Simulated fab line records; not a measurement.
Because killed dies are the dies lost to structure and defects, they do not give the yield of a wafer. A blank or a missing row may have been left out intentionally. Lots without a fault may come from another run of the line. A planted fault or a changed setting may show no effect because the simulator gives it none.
A lot that was struck, set against a sound lot -- flow nand-harc -- 41 out of 1302 route steps
Sound: wafers L774.1, L774.2, L774.3. The struck wafers were L781.1, L781.4, L781.5. The cause comes at the end.
Order at every step that has rows: each side's tool, ch and its chambers, its first start. Under that, the readings that differ: sound wafers -- struck wafers -- difference of the means -- sigmas: that difference in standard deviations of wafers without a fault.
alike: same words and numbers on both sides, and readings whose means sit less than 2 such deviations apart. not compared: any withheld reading, any reading some wafer has no value for, any bound like >300 that may hide the same value, and any number with overlapping values for which the record gives no deviation.
The two part at a step that has a row with sigmas, a row that says differs or no value, or rows on one side only. When numbers do not overlap yet have no deviation, they are printed without sigmas and do not part them. A reading that every wafer of one side lacks parts them only if that side has two wafers or more.

NHARC_A_M1_INSPECT_11:
  sound on defect-inspect-01 at day 23 18:55; struck on defect-inspect-01 at day 27 10:25
  alike: raw-defect-count
NHARC_A_M1_DESCUM_14: chemistry O2, time 3 s.
  sound on rie-diel-13 ch 0,2,3, day 23 18:59; struck on rie-diel-13 ch 2,3, day 27 10:29
  alike: drypump-motor-current-A, oes-product-au, rf-vpp-V, showerhead-plenum-p-Torr, throttle-valve-pct
  not compared: rf-hours-counter-h
then, 1 step without rows for these wafers: NHARC_A_M1_ETCH_35 (etches the open film in N2/H2, target depth 40 nm, overetch 12 nm, time 43.94 s).
NHARC_A_M1_ETCH_15: etches the open film in C4F8/Ar, target depth 182.5 nm, time 91.2 s.
  sound on rie-diel-13 ch 0,2,3; struck on rie-diel-13 ch 0,1,2
reading,sound,struck,difference,sigmas
oes-product-au (a.u.),0.960 0.972 1.004,0.949 0.927 0.911,-0.050,-2
  alike: rf-vpp-V
  not compared: rf-hours-counter-h
NHARC_A_M1_CD_MEAS_16:
  sound on cd-sem-02 at day 23 19:17; struck on cd-sem-03 at day 27 10:47
  alike: cd-nm
then, 1 step without rows for these wafers: NHARC_A_M1_STRIP_18 (strips in N2/H2).
NHARC_A_M1_ETCH_28: etches the open film in CF4/N2, target depth 30 nm, time 72.99 s.
  sound on rie-diel-13 ch 0,1,3; struck on rie-diel-08 ch 1,2,3
  alike: drypump-motor-current-A, n2-flow-sccm, oes-product-au, rf-vpp-V, showerhead-plenum-p-Torr, throttle-valve-pct
  not compared: rf-hours-counter-h
then, 1 step without rows for these wafers: NHARC_A_M1_STRIP_19 (strips in post etch residue remover, time 600 s).
NHARC_A_M1_DEGAS_29: time 60 s.
  sound on pvd-sputter-01 at day 23 20:00; struck on pvd-sputter-02 at day 27 11:30
  alike: heater-power-w
then, 3 steps without rows for these wafers: NHARC_A_M1_PRE_CLEAN_30 (time 30 s); NHARC_A_M1_PVD_20 (deposits TaN, target thk 5 nm, time 8.06 s); NHARC_A_M1_PVD_21 (deposits Cu, target thk 30 nm, time 20.49 s).
NHARC_A_M1_ECD_22: material Cu, target thk 400 nm.
  sound on ecd-cu-02 ch 0,1, day 23 20:21; struck on ecd-cu-01 ch 0,1, day 27 11:55
  alike: bath-heat-duty-pct
NHARC_A_M1_ANNEAL_31: time 90 s.
  sound on rtp-anneal-02 ch 0, day 23 20:44; struck on rtp-anneal-01 ch 0, day 27 12:14
  alike: wafer_temp_C_max
then, 1 step without rows for these wafers: NHARC_A_M1_CMP_23 (polishes, t overpolish 20 s, target thk 154.34 nm).
NHARC_A_M1_THK_MEAS_24: measures by xrf.
  sound on film-metro-02 at day 23 21:23; struck on film-metro-02 at day 27 12:53
  alike: thk-nm
then, 5 steps without rows for these wafers: NHARC_A_M1_SRD_25; NHARC_A_M1_PRE_CLEAN_32 (time 12 s); NHARC_A_M1_DEP_33 (deposits SiCN, target thk 30 nm); NHARC_A_BONDPAD_DEP_00 (deposits SiCN, target thk 250 nm); NHARC_A_BONDPAD_CMP_29 (polishes SiCN, target thk 200 nm).
NHARC_A_BONDPAD_THK_MEAS_30: measures by ellipsometry.
  sound on film-metro-01 at day 23 23:46; struck on film-metro-01 at day 27 14:24
  alike: thk-nm
then, 10 steps without rows for these wafers: NHARC_A_BONDPAD_SRD_31; NHARC_A_BONDPAD_DEHYDRATE_01 (time 120 s); NHARC_A_BONDPAD_HMDS_02 (time 30 s); NHARC_A_BONDPAD_COAT_33 (time 65 s); NHARC_A_BONDPAD_COAT_03 (resist thk 600 nm); NHARC_A_BONDPAD_SOFTBAKE_04 (time 70 s); NHARC_A_BONDPAD_EBR_05; NHARC_A_BONDPAD_EXPOSE_06 (exposes mask A BPAD); NHARC_A_BONDPAD_PEB_07 (peb time 80 s); NHARC_A_BONDPAD_DEVELOP_08 (time 50 s).
NHARC_A_BONDPAD_CD_MEAS_09: the cd target is 500 nm.
  sound on cd-sem-01 ch 0, day 24 00:13; struck on cd-sem-03 ch 0, day 27 14:58
  alike: cd-nm
NHARC_A_BONDPAD_OVL_MEAS_35:
  sound on overlay-01 at day 24 00:18; struck on overlay-01 at day 27 15:03
  alike: overlay-x-nm, overlay-y-nm
then, 4 steps without rows for these wafers: NHARC_A_BONDPAD_HARDBAKE_10 (time 65 s); NHARC_A_BONDPAD_DESCUM_11 (chemistry O2, time 3 s); NHARC_A_BONDPAD_ETCH_34 (etches the open film in N2/H2, target depth 60 nm, overetch 18 nm, time 65.91 s); NHARC_A_BONDPAD_ETCH_12 (etches the open film in CHF3/O2, target depth 220 nm, time 110 s).
NHARC_A_BONDPAD_CD_MEAS_13:
  sound on cd-sem-03 at day 24 00:47; struck on cd-sem-01 at day 27 15:29
  alike: cd-nm
then, 1 step without rows for these wafers: NHARC_A_BONDPAD_STRIP_15 (strips in O2).
NHARC_END_SORT_01:
  sound on prober-01 ch 0, day 25 11:47; struck on prober-01 ch 0, day 28 21:07
reading,sound,struck,difference,sigmas
defect-limited-yield (%),91.3 91.7 91.0,62.3 64.5 62.2,-28.3,-11
killed-at-array,53 47 53,255 238 255,+198,+11
killed-at-periphery,5 8 8,0 1 0,-7,-2
killed-dies,59 56 61,255 240 256,+192,+11
  alike: killed-at-other, killed-open, killed-short

WHERE THEY PART
Last at NHARC_END_SORT_01 as far as this record goes, first at NHARC_A_M1_ETCH_15.

WHY: what the simulator had put in
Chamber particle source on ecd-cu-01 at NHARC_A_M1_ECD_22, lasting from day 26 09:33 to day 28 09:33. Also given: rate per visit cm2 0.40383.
